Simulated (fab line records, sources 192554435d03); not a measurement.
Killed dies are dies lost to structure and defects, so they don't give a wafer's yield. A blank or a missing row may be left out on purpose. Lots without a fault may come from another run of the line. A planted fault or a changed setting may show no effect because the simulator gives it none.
Chamber matching | flow n5_finfet | N5_BEOL_M6_CURE_74 on uv_cure-01: 3 sister chambers
The step cures SiCOH lowk, time 240 s. 16 wafers are shown with their chamber, then 8 later ones without.

WAFERS WITH THEIR CHAMBER
wafer  | chamber | wafer_temp_C_max | lamp_power_pct (%)
L076.3 | 0       | 385.8            | 52.42
L076.4 | 0       | 386.0            | 52.30
L076.6 | 0       | 385.7            | 52.25
L088.2 | 0       | 386.6            | 52.31
L088.5 | 0       | 385.8            | 52.31
L088.6 | 0       | 386.0            | 52.41
L090.2 | 2       | 388.1            | 52.32
L090.3 | 2       | 387.0            | 52.26
L090.4 | 2       | 387.1            | 52.30
L089.3 | 1       | 386.9            | 52.34
L089.4 | 1       | 387.5            | 52.35
L089.5 | 1       | 386.8            | 52.39
L093.1 | 0       | 385.6            | 52.35
L093.2 | 0       | 386.0            | 52.32
L093.3 | 0       | 386.1            | 52.32
L096.1 | 2       | 386.7            | 52.36

SIGNATURES (means of the wafers above)
reading          | chamber 0 | chamber 1 | chamber 2 | scatter within a chamber
wafer_temp_C_max | 385.956   | 387.067   | 387.225   | 0.4
lamp_power_pct   | 52.3322   | 52.3600   | 52.3100   | 0.0478
Rule: a wafer's distance from a chamber is the root of the sum, over the readings, of the square of ((its reading less the chamber's mean) divided by the reading's scatter). The wafer belongs to the nearest chamber; if the next one is less than 2 further off, it can't be placed. The scatter: the root of (the sum of the squares of (reading less its chamber's mean) over the shown wafers, divided by (wafers less chambers)).

WAFERS WITHOUT THEIR CHAMBER
wafer  | wafer_temp_C_max | lamp_power_pct (%)
L096.2 | 387.3            | 52.31
L096.4 | 386.8            | 52.30
L097.1 | 387.7            | 52.37
L097.2 | 387.5            | 52.29
L097.3 | 388.5            | 52.36
L097.4 | 388.3            | 52.32
L097.5 | 386.8            | 52.43
L097.6 | 388.1            | 52.36

WHICH CHAMBER EACH WENT THROUGH
wafer  | from the rows above          | in truth
L096.2 | can't be placed: 2 or 1      | 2
L096.4 | can't be placed: 2 or 1 or 0 | 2
L097.1 | can't be placed: 1 or 2      | 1
L097.2 | can't be placed: 2 or 1      | 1
L097.3 | can't be placed: 2 or 1      | 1
L097.4 | can't be placed: 2 or 1      | 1
L097.5 | can't be placed: 1 or 2 or 0 | 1
L097.6 | can't be placed: 2 or 1      | 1
Placed correctly: 0 of 8. Can't be placed from these rows: 8 (the true chamber is among the candidates in 8). Placed wrongly: 0.
